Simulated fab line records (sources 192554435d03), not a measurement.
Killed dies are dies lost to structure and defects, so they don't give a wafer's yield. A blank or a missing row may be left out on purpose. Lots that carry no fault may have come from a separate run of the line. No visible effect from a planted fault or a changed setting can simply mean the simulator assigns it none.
Lot-split experiment | flow n5 finfet | 39 wafers read across 7 lots, on a route 1938 steps long

== ABOUT THE SPLIT ==
At N5_DUMMY_GATE_ETCH_37 (etches SOC in N2/H2, target depth 60 nm, overetch 30 nm), the setting source w was moved away from the recipe's 840 W on 9 of the 39 wafers read, by -11.4% to +19.2%. All remaining wafers had this setting at the recipe value.

Reading taken at the split's own step.

== THE READING ==
rf vpp V, in V, at N5_DUMMY_GATE_ETCH_37 (etches SOC in N2/H2, target depth 60 nm, overetch 30 nm). On this fab line, fault-free wafers typically give 524.4 V with a standard deviation of 2.8 V.

wafer  | tool, chamber at the split | source w as run, W | against the recipe | rf vpp V, V | against lot-mates on the recipe
L076.1 | rie diel-05, 0             | 840                | recipe             | 521.0       | -
L076.2 | rie diel-05, 3             | 840                | recipe             | 523.1       | -
L076.3 | rie diel-05, 2             | 840                | recipe             | 527.5       | -
L076.4 | rie diel-05, 3             | 840                | recipe             | 523.7       | -
L076.5 | rie diel-05, 2             | 840                | recipe             | 527.9       | -
L076.6 | rie diel-05, 0             | 840                | recipe             | 521.9       | -
L080.1 | rie diel-03, 2             | 744.4              | -11.4%             | 547.9       | +23.2
L080.2 | rie diel-03, 0             | 840                | recipe             | 524.0       | -
L080.3 | rie diel-03, 3             | 744.4              | -11.4%             | 539.6       | +14.9
L080.4 | rie diel-03, 3             | 744.4              | -11.4%             | 541.5       | +16.8
L080.5 | rie diel-03, 2             | 840                | recipe             | 524.7       | -
L080.6 | rie diel-03, 0             | 840                | recipe             | 525.4       | -
L082.1 | rie diel-05, 2             | 840                | recipe             | 527.6       | -
L082.2 | rie diel-05, 0             | 840                | recipe             | 524.2       | -
L082.3 | rie diel-05, 3             | 840                | recipe             | 522.9       | -
L082.4 | rie diel-05, 1             | 840                | recipe             | 528.6       | -
L082.5 | rie diel-05, 1             | 840                | recipe             | 528.1       | -
L082.6 | rie diel-05, 2             | 840                | recipe             | 528.4       | -
L083.1 | rie diel-05, 2             | 784.1              | -6.7%              | 540.2       | +15.0
L083.2 | rie diel-05, 3             | 840                | recipe             | 523.7       | -
L083.3 | rie diel-05, 1             | 840                | recipe             | 528.5       | -
L083.4 | rie diel-05, 0             | 840                | recipe             | 523.3       | -
L083.5 | rie diel-05, 0             | 784.1              | -6.7%              | 534.2       | +9.0
L083.6 | rie diel-05, 1             | 784.1              | -6.7%              | 541.1       | +15.9
L088.1 | rie diel-04, 1             | 840                | recipe             | 522.0       | -
L088.3 | rie diel-04, 2             | 840                | recipe             | 527.3       | -
L088.4 | rie diel-04, 3             | 840                | recipe             | 520.0       | -
L094.1 | rie diel-05, 0             | 840                | recipe             | 521.7       | -
L094.2 | rie diel-05, 3             | 840                | recipe             | 523.7       | -
L094.3 | rie diel-05, 2             | 840                | recipe             | 527.6       | -
L094.4 | rie diel-05, 1             | 840                | recipe             | 527.8       | -
L094.5 | rie diel-05, 1             | 840                | recipe             | 529.6       | -
L094.6 | rie diel-05, 0             | 840                | recipe             | 523.0       | -
L097.1 | rie diel-04, 0             | 840                | recipe             | 523.8       | -
L097.2 | rie diel-04, 2             | 840                | recipe             | 526.3       | -
L097.3 | rie diel-04, 1             | 1001               | +19.2%             | 491.5       | -31.4
L097.4 | rie diel-04, 3             | 840                | recipe             | 518.7       | -
L097.5 | rie diel-04, 3             | 1001               | +19.2%             | 490.7       | -32.2
L097.6 | rie diel-04, 2             | 1001               | +19.2%             | 497.6       | -25.3

FIT RESULTS
A straight line over all 39 wafers: rf vpp V changes by -1.67 V for each +1% of source w; r = -0.96; the points scatter about the line by 3.1 V.
The same after taking each lot's own level away (the mean of its wafers on the recipe; 39 wafers): -1.6 V for each +1%; r = -0.96; scatter 2.9 V.
On that fit, the largest move of source w shifts the reading by 31 V.
From 522.93 to 526.63 V: that is the span of the lots' own levels, equal to 1.3 times the standard deviation above.
The two slopes are in agreement: the lot-to-lot level therefore moves the slope only a little.
Check: -30 V against its lot-mates is what the line predicts for one of the wafers moved furthest among these (+19.2%) when that wafer is left out of the fit. Against them it came out at -31.4 V.
Tool readings at the split's step, against how far the setting was moved: rf vpp V r = -0.96.

== ADDITIONAL SPLITS CARRIED BY THESE WAFERS ==
These wafers also went through other splits before the reading. Each is held against what the fit with the lots' levels taken away leaves over:
other split on the same wafers  | wafers away from the commonest value | r with rf vpp V (lot level and that fit taken away)
N5_WELL_APT_EPI_41 target thk a | 15                                   | +0.02

== FILE'S OWN FIT ==
rf vpp V changes by -1.6 V for each +1% of source w, r = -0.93.
